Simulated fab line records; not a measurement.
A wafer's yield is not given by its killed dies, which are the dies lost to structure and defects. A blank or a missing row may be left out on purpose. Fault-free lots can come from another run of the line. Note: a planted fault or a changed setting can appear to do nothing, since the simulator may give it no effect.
Shared-tool check	flow nand_harc	Lots sampled 2, wafers sampled 6

== REASON FOR OPENING ==
Flagged at NHARC_END_SORT_01: reading killed_at_array, on 2 of 2 lots. Fault-free wafers read 55, with a standard deviation of 17.
Rule: a lot gets a flag if all its wafers with a number sit over 4 standard deviations from that mean, or if no wafer of it has a number. All remaining lots are regarded as sound.

lot	measured	on	killed_at_array, wafer by wafer	flag
L938	day 32 20:26	prober-01	671 667 668	FLAGGED
L939	day 34 08:27	prober-01	674 676 670	FLAGGED
The mean of the flagged lots' numbers is 671, +616 from the usual (+36 standard deviations).

== WHICH TOOL EACH LOT WENT THROUGH ==
The record holds 4 process steps before the reading, out of a route of 1302 steps. Cell contents, in order: the tool; ch with the chambers the sampled wafers went through; the start.
lot	flag	NHARC_A_CHANNEL_HOLE_D1_ETCH_44	NHARC_A_CHANNEL_FILL_D1_ALD_14	NHARC_A_CHANNEL_FILL_D1_ALD_15	NHARC_A_CHANNEL_FILL_D1_ALD_25
L938	FLAGGED	rie_diel-11 ch 0,2,3, day 17 15:43	ald_hk-02 ch 0,2,3, day 17 23:54	ald_sin_batch-01 ch 0, day 19 02:30 or earlier	ald_hk-03 ch 0,1,2, day 19 02:30
L939	FLAGGED	rie_diel-13 ch 1,3, day 17 20:11	ald_hk-01 ch 2,3, day 18 04:23	ald_sin_batch-03 ch 0, day 19 09:19 or earlier	ald_hk-03 ch 0,2, day 19 09:19
What the steps here do:
- NHARC_A_CHANNEL_HOLE_D1_ETCH_44: etches the open film in CF4/O2, target depth 140 nm, overetch 14 nm, time 77 s.
- NHARC_A_CHANNEL_FILL_D1_ALD_14: deposits SiO2, target thk 2.5 nm, pulse time 10 s, ald cycles 25.
- NHARC_A_CHANNEL_FILL_D1_ALD_15: deposits SiNx, target thk 2 nm, pulse time 60 s, ald cycles 19.
- NHARC_A_CHANNEL_FILL_D1_ALD_25: deposits SiOx, target thk 60 nm, pulse time 10 s, ald cycles 600.
- NHARC_END_SORT_01

== FLAGGED AGAINST TOTAL, ONE TOOL AT A TIME (gauges that did the reading follow at the end) ==
step	tool	lots run	flagged	share of the flagged lots	sound lots run after its first flagged lot
NHARC_A_CHANNEL_HOLE_D1_ETCH_44	rie_diel-11	1	1	some	0
NHARC_A_CHANNEL_HOLE_D1_ETCH_44	rie_diel-13	1	1	some	0
NHARC_A_CHANNEL_FILL_D1_ALD_14	ald_hk-01	1	1	some	0
NHARC_A_CHANNEL_FILL_D1_ALD_14	ald_hk-02	1	1	some	0
NHARC_A_CHANNEL_FILL_D1_ALD_15	ald_sin_batch-01	1	1	some	0
NHARC_A_CHANNEL_FILL_D1_ALD_15	ald_sin_batch-03	1	1	some	0
NHARC_A_CHANNEL_FILL_D1_ALD_25	ald_hk-03	2	2	all	0
NHARC_END_SORT_01	prober-01	2	2	all	0
NHARC_A_CHANNEL_FILL_D1_ALD_15 gives no start for some lots, so the hours and the order of its lots are those of NHARC_A_CHANNEL_FILL_D1_ALD_25.

== WHAT IS ALLOWED BY THE TABLE ==
In 2 table rows, all flagged lots were run: ald_hk-03 (NHARC_A_CHANNEL_FILL_D1_ALD_25), prober-01 (NHARC_END_SORT_01).
- ald_hk-03 at NHARC_A_CHANNEL_FILL_D1_ALD_25 ran 2 lots, 2 of them flagged. The start can't be narrowed down: in this sample, it ran no sound lot prior to its first flagged lot.
- prober-01 at NHARC_END_SORT_01 ran 2 lots, 2 of them flagged. The start can't be narrowed down: in this sample, it ran no sound lot prior to its first flagged lot.
Because each of these 2 tools fits a fault that began at some hour, counting lots does not separate them. More lots, or a look at what each step does to the wafer, might.

== WHAT THE SIMULATOR HAD PUT IN ==
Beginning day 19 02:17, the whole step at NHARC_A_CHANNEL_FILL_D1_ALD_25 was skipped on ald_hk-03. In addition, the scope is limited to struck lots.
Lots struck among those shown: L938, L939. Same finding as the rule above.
